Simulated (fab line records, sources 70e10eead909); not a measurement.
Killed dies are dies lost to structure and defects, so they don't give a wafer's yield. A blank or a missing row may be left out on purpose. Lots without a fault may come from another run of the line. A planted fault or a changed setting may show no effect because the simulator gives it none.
Which tool did it? | flow nand_harc | 12 lots, 36 wafers sampled, at 6 steps of a route of 1302

WHAT THE GAUGES READ, wafer by wafer
NHARC_P_M2_INSPECT_27.
lot  | measured     | on                | raw_defect_count
L075 | day 6 23:04  | defect_inspect-02 | 235 268 291
L078 | day 8 01:16  | defect_inspect-02 | 280 153 248
L079 | day 8 16:47  | defect_inspect-01 | 216 462 273
L081 | day 9 12:09  | defect_inspect-02 | 548 290 341
L083 | day 10 17:23 | defect_inspect-02 | 241 173 146
L085 | day 11 04:46 | defect_inspect-01 | 247 247 208
L087 | day 11 18:52 | defect_inspect-02 | 542 329 454
L088 | day 12 13:44 | defect_inspect-01 | 258 389 435
L091 | day 13 16:02 | defect_inspect-01 | 398 476 358
L093 | day 14 09:26 | defect_inspect-02 | 361 453 337
L095 | day 15 04:37 | defect_inspect-02 | 419 321 358
L097 | day 16 09:52 | defect_inspect-01 | 422 233 494

WHICH TOOL RAN EACH LOT (tool, then ch and the chambers of the sampled wafers, then the start)
lot  | NHARC_P_GATE_ETCH_32             | NHARC_P_GATE_ALD_36               | NHARC_P_M0_ETCH_15                            | NHARC_P_M1_DESCUM_14               | NHARC_P_M1_STRIP_18
L075 | rie_si-05 ch 0,1,2, day 5 10:30  | ald_sin-03 ch 0,1,2, day 5 12:38  | rie_diel-11 ch 1,2,3, day 6 16:20 or earlier  | rie_diel-03 ch 1,2, day 6 16:20    | rie_diel-02 ch 0,3, day 6 16:46
L078 | rie_si-04 ch 1,2, day 6 14:10    | ald_sin-02 ch 0,1,2, day 6 17:04  | rie_diel-11 ch 1,2,3, day 7 18:28 or earlier  | rie_diel-02 ch 1,2,3, day 7 18:28  | rie_diel-12 ch 1,2, day 7 18:49
L079 | rie_si-05 ch 0,2,3, day 7 05:34  | ald_sin-01 ch 0,2,3, day 7 07:25  | rie_diel-07 ch 0,2,3, day 8 09:51 or earlier  | rie_diel-03 ch 1,2,3, day 8 09:51  | rie_diel-02 ch 1,2,3, day 8 10:15
L081 | rie_si-05 ch 1,2,3, day 8 01:21  | ald_sin-03 ch 1,2,3, day 8 03:19  | rie_diel-04 ch 1,2,3, day 9 05:26 or earlier  | rie_diel-12 ch 1,2,3, day 9 05:26  | rie_diel-02 ch 0,2,3, day 9 05:49
L083 | rie_si-05 ch 0,1, day 9 06:34    | ald_sin-02 ch 0,2,3, day 9 09:28  | rie_diel-04 ch 0,3, day 10 10:36 or earlier   | rie_diel-12 ch 0,1, day 10 10:36   | rie_diel-12 ch 0,1,2, day 10 11:04
L085 | rie_si-01 ch 2,3, day 9 17:44    | ald_sin-01 ch 0,1,2, day 9 20:40  | rie_diel-04 ch 0,1,2, day 10 22:03 or earlier | rie_diel-02 ch 0,3, day 10 22:03   | rie_diel-02 ch 0,1,3, day 10 22:29
L087 | rie_si-05 ch 1,2,3, day 10 08:14 | ald_sin-03 ch 0,1,3, day 10 09:01 | rie_diel-04 ch 0,1,3, day 11 12:08 or earlier | rie_diel-02 ch 0,1,2, day 11 12:08 | rie_diel-02 ch 1,2,3, day 11 12:31
L088 | rie_si-04 ch 0,3, day 11 02:29   | ald_sin-02 ch 0,1,2, day 11 03:17 | rie_diel-07 ch 0,1, day 12 07:01 or earlier   | rie_diel-02 ch 1,2,3, day 12 07:01 | rie_diel-02 ch 1,3, day 12 07:23
L091 | rie_si-01 ch 0,1,2, day 12 05:20 | ald_sin-01 ch 1,2,3, day 12 06:07 | rie_diel-07 ch 0,2,3, day 13 09:12 or earlier | rie_diel-02 ch 1,2,3, day 13 09:12 | rie_diel-12 ch 0,1,2, day 13 09:35
L093 | rie_si-05 ch 0,1,2, day 12 23:10 | ald_sin-03 ch 0,2,3, day 13 00:59 | rie_diel-11 ch 0,1,2, day 14 02:47 or earlier | rie_diel-02 ch 1,2,3, day 14 02:47 | rie_diel-02 ch 0,3, day 14 03:10
L095 | rie_si-01 ch 0,1,3, day 13 18:07 | ald_sin-02 ch 1,2,3, day 13 19:59 | rie_diel-07 ch 0,1,3, day 14 21:54 or earlier | rie_diel-02 ch 0,1,3, day 14 21:54 | rie_diel-12 ch 0,2,3, day 14 22:18
L097 | rie_si-01 ch 0,2,3, day 14 22:33 | ald_sin-02 ch 0,2,3, day 15 02:26 | rie_diel-11 ch 0,1,3, day 16 03:16 or earlier | rie_diel-12 ch 1,2, day 16 03:16   | rie_diel-02 ch 1,2,3, day 16 03:43
- NHARC_P_GATE_ETCH_32: etches the open film in HBr/Cl2, target depth 150 nm, time 100.1 s.
- NHARC_P_GATE_ALD_36: deposits SiNx, target thk 20 nm, pulse time 60 s, ald cycles 223.
- NHARC_P_M0_ETCH_15: etches the open film in C4F8/Ar, target depth 150 nm, overetch 15 nm, time 82.5 s.
- NHARC_P_M1_DESCUM_14: chemistry O2, time 3 s.
- NHARC_P_M1_STRIP_18: strips in N2/H2.

THE ANSWER, worked out from the rows above alone
Rule: what is usual is taken from the lots themselves. Put in order of their means at a reading, lots are off if they are a third of the lots or fewer, leave a main group of 4 or more, and stand apart from it by a gap of 3 or more times the standard deviation of the main group's means; of several such gaps the widest counts. A main group whose means are all the same, to the digits that the tables above print for the reading, isn't used. A lot without any number at a reading at which 4 lots or more have one is off too. The other lots that the step has rows for count as sound.
No lot is off at any reading shown: from this, nothing can be told.

WHAT THE SIMULATOR HAD PUT IN
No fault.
